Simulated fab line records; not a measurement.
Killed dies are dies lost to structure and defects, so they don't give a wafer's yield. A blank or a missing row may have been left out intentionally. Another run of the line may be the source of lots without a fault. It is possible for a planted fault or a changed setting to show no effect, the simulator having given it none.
A lot that was struck, set against a sound lot :: flow n5-finfet :: 15 steps out of a route of 1938
Sound: these wafers, L168.4, L168.5, L168.6. Struck: wafer L180.3 (L180.2, L180.5, from the same lot, were not struck and are left out); the cause is given at the end.
Each step with rows lists, per side, the tool, then ch with its chambers, then its first start. Under that, the readings that differ: sound wafers :: struck wafers :: difference of the means :: sigmas: that difference in standard deviations of wafers without a fault.
alike: readings whose means differ by less than 2 such deviations, and words and numbers that are the same on both sides. not compared: withheld readings, readings that some wafer has no value for, bounds like >300 that may hide the same value, and numbers for which the record gives no deviation and whose values overlap.
A row with sigmas, a row that says differs or no value, or rows on one side alone: a step with any of these is where the two part. Numbers that don't overlap but have no deviation are shown without sigmas and don't part them. Lack of a reading on every wafer of one side parts them only where that side has two or more wafers.

first, 1 step without rows for these wafers: N5_SD_EPI_P_SRD_25 (time 30 s).
N5_SD_EPI_P_INSPECT_26: inspects for defects (darkfield).
  sound: defect-inspect-01 at day 4 04:19; struck: defect-inspect-01 at day 7 07:32
  alike: raw-defect-count
N5_SD_ACTIVATION_RTA_00: time 0 s.
  sound on rtp-anneal-01 ch 0, day 4 04:28; struck on rtp-anneal-02 ch 0, day 7 07:35
  alike: lamp-power-pct, lamp_zone_6_pct, wafer_temp_C_max
N5_SD_ACTIVATION_LSA_01: time 0.0008 s.
  sound on laser-anneal-02 ch 0, day 4 04:40; struck on laser-anneal-02 ch 0, day 7 12:16
  alike: wafer_temp_C_max
N5_SD_ACTIVATION_RS_MEAS_03: uses a four-point probe to measure.
  sound: film-metro-01 at day 4 04:50; struck: film-metro-02 at day 7 12:28
  alike: RS_SD_N, RS_SD_P
N5_SD_ACTIVATION_INSPECT_02: inspects for defects (darkfield).
  sound: defect-inspect-02 at day 4 05:07; struck: defect-inspect-01 at day 7 12:46
  alike: raw-defect-count
N5_ILD0_LINER_00: material SiNx, target thk 4 nm, pulse time 1 s, purge time 2 s.
  sound on ald-sin-04 ch 0,1, day 4 05:19; struck on ald-sin-03 ch 1, day 7 12:52
  alike: heater-power-w, precursor-pulse-height-rel
then, 2 steps without rows for these wafers: N5_ILD0_FCVD_FILL_01 (material SiO2 flowable, target thk 200 nm, time 328.3 s); N5_ILD0_CURE_02 (time 1800 s).
N5_ILD0_CMP_03: polishes, stops on SiNx, t overpolish 1.9 s, target thk 197.38 nm.
  sound on cmp-03 ch 0,1,3, day 4 07:47; struck on cmp-01 ch 2, day 7 16:42
reading: edge-zone-pressure-frac
sound: 1.003 0.996 0.995
struck: 1.012
difference: +0.014
sigmas: +3

reading: head-pressure-psi (psi)
sound: 4.148 4.161 4.144
struck: 4.132
difference: -0.019
sigmas: -2
  alike: motor-current-A, overpolish-run-s, time-to-endpoint-s
N5_ILD0_THK_MEAS_04:
  sound: film-metro-02 at day 4 07:58; struck: film-metro-01 at day 7 16:59
  alike: thk-nm
N5_ILD0_CMP_07: polishes SiO2 flowable, stops on poly-Si, t overpolish 1.18 s, target thk 138.88 nm.
  sound on cmp-01 ch 0,3, day 4 08:00; struck on cmp-01 ch 2, day 7 17:10
reading: head-pressure-psi (psi)
sound: 4.131 4.138 4.149
struck: 4.683
difference: +0.544
sigmas: +62
  alike: edge-zone-pressure-frac, motor-current-A
N5_ILD0_THK_MEAS_08:
  sound: film-metro-01 at day 4 08:17; struck: film-metro-01 at day 7 17:28
  alike: thk-nm
-- the record jumps here: 4 days lie between the struck wafers' starts before and after (it left off in module ILD0 and takes up again in module BEOL_M4, whose first step shown is number 1111 of the route) --
N5_BEOL_M4_RC_MEAS_101:
  sound on prober-02 ch 0, day 8 13:43; struck on prober-01 ch 0, day 12 01:53
reading: DIBL_N (mV/V)
sound: 35.8 36.9 36.0
struck: 39.7
difference: +3.5
sigmas: +2

reading: IOFF_N (nA/um)
sound: 0.140 0.173 0.156
struck: 0.224
difference: +0.068
sigmas: +2
  alike: DIBL_P, IOFF_P, ION_N, ION_P, SS_N, SS_P, VT_N, VT_P
-- a jump in the record: the struck wafers' starts before and after are 4 days apart (it breaks off in module BEOL_M4 and resumes in module PASSIVATION, where the first step shown is number 1936 of the route) --
N5_PASSIVATION_PROBE_49:
  sound: prober-02 at day 12 11:55; struck: prober-01 at day 16 06:12
  alike: defect-limited-yield, killed_at_M0_to_M3, killed_at_M4_up, killed-at-contacts, killed-at-front-end, killed-at-other, killed-dies, killed-on-rim, killed-open, killed-short, sort_bin_5_function, sort_bin_6_memory, sort-n-pass, sort-yield-pct

## WHERE THEY PART
Last at N5_BEOL_M4_RC_MEAS_101 as far as this record goes, first at N5_ILD0_CMP_03. Later steps at which nothing parts them and some readings are alike: N5_PASSIVATION_PROBE_49.

WHY: the cause the simulator had injected
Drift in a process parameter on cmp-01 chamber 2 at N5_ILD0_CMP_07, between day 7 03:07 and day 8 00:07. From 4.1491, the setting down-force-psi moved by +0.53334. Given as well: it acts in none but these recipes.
